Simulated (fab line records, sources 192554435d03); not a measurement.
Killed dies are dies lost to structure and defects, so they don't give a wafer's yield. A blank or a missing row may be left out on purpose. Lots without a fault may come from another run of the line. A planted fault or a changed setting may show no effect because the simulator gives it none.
fab line records | flow n5_finfet
record lots=5 wafers=15 last_day=17
route steps=1938 shown FIN_SAQP@103 PASSIVATION@1936
lots that met no fault: from a run of the same line without faults
start_h: hours from the record's first day to the start of the lot's first wafer shown | wait_h: hours since the lot's step before | " the same as in the row above | L1.1+2: a row that stands for several wafers | - no value, or no start given | * or withheld: withheld | < > ~ a bound
route shown NAME@n: a module of which the file shows steps, and the number in the route of the first | usual: mean/standard deviation of fault-free wafers | same: alike in all rows | chamber/n: place in a boat | sites: the reading at each site | _std_site: their standard deviation | _edge_site: outer sites' mean less inner sites' | radius_mm: how far each site lies from the wafer's centre | mask NAME#n: copy n | behind: the tool/chamber that last shaped the wafer | hold: why the lot was held/for how many hours/how that ended | device: the transistor (n, p or np) that didn't switch | end of line: the same wafers' tests at the end of the route | a step without rows: its recipe alone | killed: dies lost to structure and defects at the first sort, not the wafer's yield | map: a wafer's dies, x killed, . not, _ none there
set.NAME: the setting as run; set.NAME@STEP: as run at that earlier step | model.NAME: the simulator's own value behind a step, which no gauge read
lots at some steps of the route; a table a step, a row a wafer
services: from which hour (start_h, from the record's first day; less than 0 if before it) a tool's chamber was out of use, for how many hours, and why
## steps
# step N5_FIN_SAQP_COAT_49
# recipe resist=SOC temp_c=250 time_s=60 spin_rpm=1500 resist_thk_nm=100
# step N5_FIN_SAQP_COAT_50
# recipe resist=SiARC temp_c=220 time_s=60 spin_rpm=1500 resist_thk_nm=35
# step N5_FIN_SAQP_COAT_10
# recipe resist=CAR-ArF spin_rpm=1500 resist_thk_nm=90
# step N5_FIN_SAQP_EBR_12
# recipe solvent=PGMEA ebr_width_mm=1.5
# step N5_FIN_SAQP_SOFTBAKE_11
# recipe temp_c=110 time_s=60 resist=CAR-ArF
# step N5_FIN_SAQP_EXPOSE_13
# recipe mask_id=FIN_CORE na=1.35 source_shape=dipole sigma_inner=0.538 sigma_outer=0.738 polarization=te target_cd_nm=35.6 dose_mj=63.25
# step N5_FIN_SAQP_PEB_14
# recipe peb_temp_c=withheld peb_time_s=60 resist=CAR-ArF
# step N5_FIN_SAQP_DEVELOP_15
# recipe develop_time_s=30 developer=TMAH resist=CAR-ArF dev_temp_c=23 rinse_liquid=diw dry=air_spin
# step N5_FIN_SAQP_CD_MEAS_16
# recipe target_cd_nm=35.6 landing_energy_ev=500 detector=se_inlens
# usual cd_nm=35.54/0.26
# columns lot.wafer tool chamber start_h wait_h cd_nm
L128.2 cd_sem-01 0 22.07 - 35.94
L128.4 " 0 " " 35.81
L128.5 " 0 " " 35.80
L132.2 cd_sem-03 0 45.66 - 35.60
L132.4 " 0 " " 35.82
L132.6 " 0 " " 35.95
L142.2 cd_sem-03 0 105.96 - 35.83
L142.5 " 0 " " 35.83
L142.6 " 0 " " 35.33
L143.1 cd_sem-02 0 111.62 - 35.18
L143.2 " 0 " " 35.71
L143.4 " 0 " " 35.59
L151.3 cd_sem-02 0 160.96 - 35.41
L151.4 " 0 " " 35.40
L151.6 " 0 " " 35.06
# step N5_FIN_SAQP_OVL_MEAS_17
# recipe points_per_wafer=44
# usual FIN_CORE_OVL=0.6/1
# columns lot.wafer tool chamber start_h wait_h FIN_CORE_OVL[nm]
L128.2 overlay-01 0 22.11 0.0 -0.8
L128.4 " 0 " " 0.0
L128.5 " 0 " " 0.2
L132.2 overlay-01 0 45.70 0.0 2.6
L132.4 " 0 " " 1.6
L132.6 " 0 " " 1.5
L142.2 overlay-01 0 106.00 0.0 2.6
L142.5 " 0 " " 1.7
L142.6 " 0 " " 2.3
L143.1 overlay-02 0 111.66 0.0 0.0
L143.2 " 0 " " 1.1
L143.4 " 0 " " 1.3
L151.3 overlay-02 0 161.00 0.0 1.0
L151.4 " 0 " " 1.0
L151.6 " 0 " " 1.6
# step N5_FIN_SAQP_INSPECT_18
# recipe mode=adi inspect_instrument=brightfield
# usual raw_defect_count=395/120
# columns lot.wafer tool chamber start_h wait_h raw_defect_count
L128.2 defect_inspect-02 - 22.13 0.0 291
L128.4 " - " " 618
L128.5 " - " " 253
L132.2 defect_inspect-01 - 45.72 0.0 299
L132.4 " - " " 293
L132.6 " - " " 341
L142.2 defect_inspect-01 - 106.02 0.0 260
L142.5 " - " " 238
L142.6 " - " " 242
L143.1 defect_inspect-02 - 111.69 0.0 372
L143.2 " - " " 555
L143.4 " - " " 303
L151.3 defect_inspect-01 - 161.02 0.0 367
L151.4 " - " " 393
L151.6 " - " " 269
# step N5_FIN_SAQP_DESCUM_21
# recipe chemistry=O2 time_s=7.9 source_power_w=50 bias_power_w=20 pressure_mtorr=20 rf_frequency_hz=2.712e+07 temp_c=40 resist=CAR-ArF o2_flow_sccm=225
# usual chamber_pressure_mTorr=19.998/0.019 drypump_motor_current_A=5.5/0.53 oes_product_au=0.82/0.099 rf_vpp_V=243.4/1.3 showerhead_plenum_p_Torr=2.10/0.059 throttle_valve_pct=20.35/0.26
# columns lot.wafer tool chamber start_h wait_h chamber_pressure_mTorr drypump_motor_current_A oes_product_au rf_hours_counter_h rf_vpp_V showerhead_plenum_p_Torr throttle_valve_pct
L128.2 rie_diel-06 1 22.18 0.1 20.031 5.3 0.70 220 243.8 2.16 20.77
L128.4 " 2 " " 20.033 6.1 0.66 246 243.1 2.06 20.67
L128.5 " 0 " " 20.002 5.8 0.76 - 242.6 2.08 20.21
L132.2 rie_diel-02 0 45.76 0.0 19.997 5.0 0.69 207 241.8 1.98 20.59
L132.4 " 2 " " 19.999 5.0 0.86 - 243.3 2.12 20.51
L132.6 " 1 " " 20.001 6.7 0.68 - 242.9 2.07 20.62
L142.2 rie_diel-02 3 106.09 0.1 19.991 5.9 0.94 17 245.8 2.23 20.13
L142.5 " 0 " " 20.006 5.0 0.68 - 241.9 1.98 20.63
L142.6 " 2 " " 19.975 4.9 0.81 - 243.5 2.11 20.53
L143.1 rie_diel-04 3 111.72 0.0 19.995 5.5 0.83 89 244.1 2.11 20.38
L143.2 " 0 " " 20.029 6.3 0.88 32 243.4 2.14 19.89
L143.4 " 2 " " 20.028 5.1 0.95 21 243.1 2.13 20.04
L151.3 rie_diel-06 2 161.06 0.0 20.027 6.1 0.86 34 242.4 2.05 20.35
L151.4 " 1 " " 19.991 5.3 0.90 11 243.7 2.14 20.41
L151.6 " 0 " " 19.999 5.8 0.72 - 243.4 2.06 20.31
# step N5_FIN_SAQP_ETCH_51
# recipe chemistry=CF4 target=SiARC target_depth_a=455 mask_material=CAR-ArF time_s=75.8 ion_energy_ev=80 pressure_mtorr=40 source_w=545 bias_w=36 Ar_flow_sccm=100 cf4_flow_sccm=100 ends=cleared
# usual chamber_pressure_mTorr=40.00/0.036 drypump_motor_current_A=5.5/0.53 etch_rf_on_time_s=75.3/1.6 oes_product_au=0.70/0.086 rf_vpp_V=184.2/0.99 showerhead_plenum_p_Torr=2.15/0.058 throttle_valve_pct=15.53/0.26
# columns lot.wafer tool chamber start_h wait_h chamber_pressure_mTorr drypump_motor_current_A etch_rf_on_time_s oes_product_au rf_hours_counter_h rf_vpp_V showerhead_plenum_p_Torr throttle_valve_pct
L128.2 rie_diel-06 1 22.22 0.0 40.05 5.3 78.5 0.58 220 184.1 2.20 15.93
L128.4 " 2 " " 40.06 6.1 79.2 0.57 246 183.7 2.11 15.87
L128.5 " 0 " " 40.00 5.8 75.7 0.64 - 184.2 2.14 15.52
L132.2 rie_diel-02 0 45.79 0.0 39.97 5.0 78.3 0.59 207 182.1 2.04 15.84
L132.4 " 2 " " 40.04 4.9 75.9 0.72 - 183.4 2.17 15.66
L132.6 " 1 " " 39.95 6.7 77.9 0.59 - 184.2 2.10 15.76
L142.2 rie_diel-02 3 106.12 0.0 40.02 5.9 89.5 0.73 17 185.3 2.27 15.27
L142.5 " 0 " " 39.93 5.0 77.8 0.58 - 182.0 2.04 15.91
L142.6 " 2 " " 40.02 4.9 74.7 0.70 - 183.5 2.16 15.68
L143.1 rie_diel-04 3 111.75 0.0 39.98 5.5 74.9 0.69 89 185.2 2.16 15.55
L143.2 " 0 " " 39.99 6.2 75.0 0.74 32 186.0 2.19 15.06
L143.4 " 2 " " 39.99 5.1 71.7 0.83 21 185.5 2.19 15.28
L151.3 rie_diel-06 2 161.09 0.0 39.98 6.1 76.2 0.75 34 183.0 2.09 15.46
L151.4 " 1 " " 39.99 5.3 76.2 0.78 11 184.9 2.18 15.51
L151.6 " 0 " " 39.93 5.8 74.7 0.61 - 184.8 2.12 15.63
# step N5_FIN_SAQP_ETCH_52
# recipe chemistry=N2/H2 target=SOC target_depth_a=1000 overetch_a=200 mask_material=SiARC temp_c=40 time_s=150 ion_energy_ev=200 pressure_mtorr=30 source_w=840 bias_w=150 n2_flow_sccm=200 h2_flow_sccm=200 ends=end_point
# usual chamber_pressure_mTorr=30.00/0.03 drypump_motor_current_A=5.6/0.53 oes_product_au=0.73/0.083 rf_vpp_V=524.4/2.3 showerhead_plenum_p_Torr=2.56/0.072 throttle_valve_pct=17.78/0.28
# columns lot.wafer tool chamber start_h wait_h chamber_pressure_mTorr drypump_motor_current_A oes_product_au rf_hours_counter_h rf_vpp_V showerhead_plenum_p_Torr throttle_valve_pct
L128.2 rie_diel-06 1 22.27 0.0 30.02 5.3 0.62 220 524.2 2.62 18.13
L128.4 " 2 " " 30.00 6.0 0.62 246 522.0 2.50 18.11
L128.5 " 0 " " 30.05 5.8 0.67 - 523.1 2.55 17.76
L132.2 rie_diel-02 0 45.85 0.0 29.99 5.0 0.62 207 520.8 2.41 18.03
L132.4 " 2 " " 30.02 5.0 0.76 - 525.0 2.59 17.96
L132.6 " 1 " " 30.01 6.7 0.62 - 522.4 2.51 18.06
L142.2 rie_diel-02 3 106.18 0.0 30.03 5.9 0.83 17 528.0 2.71 17.56
L142.5 " 0 " " 29.99 5.0 0.61 - 518.4 2.40 18.07
L142.6 " 2 " " 30.05 5.0 0.73 - 523.9 2.58 18.01
L143.1 rie_diel-04 3 111.81 0.0 29.99 5.5 0.73 89 525.4 2.57 17.81
L143.2 " 0 " " 29.93 6.2 0.77 32 525.8 2.59 17.24
L143.4 " 2 " " 29.97 5.1 0.83 21 525.2 2.58 17.47
L151.3 rie_diel-06 2 161.15 0.0 29.99 6.1 0.77 34 522.1 2.49 17.74
L151.4 " 1 " " 30.04 5.3 0.82 11 525.6 2.60 17.74
L151.6 " 0 " " 29.99 5.8 0.64 - 523.0 2.52 17.84
# step N5_PASSIVATION_PROBE_49
# usual killed_at_M0_to_M3=33/8.9 killed_at_M4_up=15/5.4 killed_at_contacts=13/5.8 killed_at_front_end=39/9.9 killed_at_other=3.2/2.9 killed_dies=102/15 killed_open=68/12 killed_short=34/7.6
# same gross_dies=1180 killed_at_back_side=0
# columns lot.wafer tool chamber start_h wait_h killed_at_M0_to_M3 killed_at_M4_up killed_at_contacts killed_at_front_end killed_at_other killed_dies killed_open killed_short
L142.2 prober-02 - 357.25 0.1 34 16 8 37 4 99 53 44
L142.5 prober-02 - 357.40 0.2 20 19 6 35 10 90 50 40
L142.6 prober-02 - 357.45 0.3 24 19 6 34 2 85 50 35
# killed by level:class
L142.2 BEOL_M0_SAQP:geometric_particle:short=11 FIN_SAQP:geometric_particle:short=8 MOL_CONTACT_COAG:geometric_particle:open=7 GATE_CUT:geometric_particle:short=6 BEOL_M4:geometric_particle:open=6 GATE_CUT:geometric_particle:open=5 STI_FIN_REVEAL:geometric_particle:open=4 BEOL_M0_SAQP:geometric_particle:open=4
L142.5 GATE_CUT:geometric_particle:short=7 MOL_CONTACT_COAG:geometric_particle:open=6 BEOL_M1:geometric_particle:short=6 BEOL_M4:geometric_particle:open=6 BEOL_M0_SAQP:geometric_particle:short=5 FIN_SAQP:geometric_particle:open=4 FIN_SAQP:geometric_particle:short=4 STI_FIN_REVEAL:geometric_particle:open=4
L142.6 GATE_CUT:geometric_particle:short=7 GATE_CUT:geometric_particle:open=7 BEOL_M0_SAQP:geometric_particle:short=7 BEOL_M0_SAQP:geometric_particle:open=5 BEOL_M4:geometric_particle:open=5 BEOL_M5:geometric_particle:open=5 FIN_SAQP:geometric_particle:short=4 BEOL_M0:geometric_particle:open=4
## services
# columns tool chamber start_h hours kind
rie_diel-04 0 8.46 - clean
rie_diel-04 0 8.46 - consumable_replace:focus_ring
rie_diel-04 0 8.46 19.1 scheduled_down
rie_diel-04 0 8.46 19.1 vent_cycle
rie_diel-02 - 21.43 1.6 repair
rie_diel-04 2 27.59 - clean
rie_diel-04 2 27.59 - consumable_replace:focus_ring
rie_diel-04 2 27.59 16.1 scheduled_down
rie_diel-02 3 29.96 10.2 repair
rie_diel-06 2 42.32 - clean
rie_diel-06 2 42.32 - consumable_replace:focus_ring
rie_diel-06 2 42.32 20.1 scheduled_down
rie_diel-06 2 42.32 20.1 vent_cycle
rie_diel-06 - 60.80 0.3 repair
rie_diel-02 1 85.19 - clean
rie_diel-02 1 85.19 - consumable_replace:focus_ring
rie_diel-02 1 85.19 23.3 scheduled_down
rie_diel-02 1 85.19 23.3 vent_cycle
rie_diel-06 1 107.30 - clean
rie_diel-06 1 107.30 - consumable_replace:focus_ring
rie_diel-06 1 107.30 20.1 scheduled_down
rie_diel-06 1 107.30 20.1 vent_cycle
rie_diel-04 1 107.47 3.4 repair
rie_diel-06 - 153.59 1.2 repair
## key
first_sign step=N5_FIN_SAQP_ETCH_51 reading=etch_rf_on_time_s direction=up sigmas=8.8 usual=* struck=*
effect none on later readings
met_at N5_FIN_SAQP_ETCH_51
struck_wafers L142.2
tester_left_out L142
onset_between 45.79 106.12
fault kind=process_parameter_drift tool=rie_diel-02 chamber=- onset_h=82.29 steps=N5_FIN_SAQP_ETCH_51 channel=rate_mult offset=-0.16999 shape=step end_h=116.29 scope=struck_wafers_only
# tester_left_out: of these lots the tester's yield and bins aren't shown, on N5 and GAA mostly nor the transistor test; their killed dies are dies lost to structure and defects alone, not to doping, threshold or leakage, so they don't give the yield
